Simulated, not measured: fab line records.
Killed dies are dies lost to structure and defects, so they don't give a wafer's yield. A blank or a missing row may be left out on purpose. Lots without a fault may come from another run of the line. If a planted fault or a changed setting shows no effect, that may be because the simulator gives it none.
Which tool was responsible? ; flow n5_finfet ; at 1 step of a route of 1938, 13 lots with 34 wafers sampled

WHAT EACH GAUGE READ, for each wafer
N5_HKMG_FIN_OVL_MEAS_50.
lot;measured;on;NDIPOLE_OVL (nm)
L624;day 3 23:24;overlay-01;0.0 0.7 0.7
L625;day 4 09:31;overlay-02;-0.5 0.9 0.7
L627;day 4 20:13;overlay-02;0.2 -1.5
L629;day 5 06:39;overlay-01;-0.8 -1.2 -1.0
L630;day 5 14:44;overlay-01;0.2 -1.6
L631;day 5 17:30;overlay-02;-0.9 -0.4
L633;day 6 06:46;overlay-01;-0.2 -0.1
L634;day 6 13:28;overlay-02;0.1 0.2 0.9
L635;day 6 19:14;overlay-01;-1.3 -0.1
L636;day 7 01:37;overlay-01;-0.1 0.9 1.0
L640;day 8 04:32;overlay-01;-0.2 -1.7 -0.1
L641;day 8 11:34;overlay-01;-0.8 -0.3 -0.6
L647;day 10 00:34;overlay-01;0.5 0.9 1.0

WHAT TOOL EACH LOT RAN ON (gives the tool, then ch and the chambers of the sampled wafers, and finally the start)
Before these readings, the record contains no process step.

WHAT THE TOOLS THEMSELVES READ (means of the sampled wafers that have a number; where no wafer has one, the mark that the record gives instead)
The record holds no such reading with a usual standard deviation.

THE ANSWER, worked out from the rows above alone
Rule: the usual values come from the lots themselves. The widest of any qualifying gaps counts: lots, ordered by their means at a reading, are off when they make up no more than a third of the lots, leave a main group of 4 or more, and stand apart from it by 3 or more times the standard deviation of that group's means. A main group whose means are all the same, to the digits that the tables above print for the reading, isn't used. Also off: a lot with no number at a reading for which 4 or more lots have one. All remaining lots with rows at the step are treated as sound. The gauges are gone through in route order, then the tools' own readings, and for those a lot's mean is taken as printed above. The first step at which some lot is off is used, and at that step the reading that is off furthest; a lot without a number counts as furthest.
Across all readings shown, no lot is off: no conclusion can be drawn from this.

WHAT WAS PUT IN BY THE SIMULATOR
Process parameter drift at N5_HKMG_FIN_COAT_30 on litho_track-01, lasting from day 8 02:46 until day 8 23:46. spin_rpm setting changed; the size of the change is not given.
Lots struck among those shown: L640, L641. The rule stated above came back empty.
